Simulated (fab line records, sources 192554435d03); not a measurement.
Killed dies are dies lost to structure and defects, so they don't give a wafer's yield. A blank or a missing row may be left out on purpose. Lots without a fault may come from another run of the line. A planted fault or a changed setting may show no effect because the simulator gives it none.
Chamber matching | flow n5_finfet | N5_BEOL_M12_DESCUM_15 on rie_diel-05: 4 sister chambers
The step chemistry O2, time 7.9 s. 4 wafers are shown with their chamber, then 8 later ones without.

WAFERS WITH THEIR CHAMBER
wafer  | chamber | showerhead_plenum_p_Torr (Torr)
L084.3 | 2       | 2.14
L086.1 | 3       | 2.13
L086.5 | 0       | 2.04
L092.2 | 1       | 2.04

WAFERS WITHOUT THEIR CHAMBER
wafer  | showerhead_plenum_p_Torr (Torr)
L092.3 | 2.12
L092.6 | 2.03
L095.1 | 2.03
L095.4 | 2.12
L095.5 | 2.12
L097.2 | 2.04
L097.3 | 2.12
L097.5 | 2.12

WHICH CHAMBER EACH WENT THROUGH
wafer  | from the rows above     | in truth
L092.3 | can't be placed: 3 or 2 | 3
L092.6 | can't be placed: 0 or 1 | 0
L095.1 | can't be placed: 0 or 1 | 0
L095.4 | can't be placed: 3 or 2 | 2
L095.5 | can't be placed: 3 or 2 | 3
L097.2 | can't be placed: 0 or 1 | 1
L097.3 | can't be placed: 3 or 2 | 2
L097.5 | can't be placed: 3 or 2 | 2
Placed correctly: 0 of 8. Can't be placed from these rows: 8 (the true chamber is among the candidates in 8). Placed wrongly: 0.
How it was worked out, from the rows above alone: a wafer's distance from a chamber is the root of the sum, over the readings, of the square of ((its reading less the chamber's mean) divided by the reading's scatter). The wafer belongs to the nearest chamber; if the next one is less than 2 further off, it can't be placed. A chamber's mean is the mean of its shown wafers. The scatter: with one shown wafer a chamber, the root of the mean of the squares of how far each hidden wafer lies from its nearest shown one.
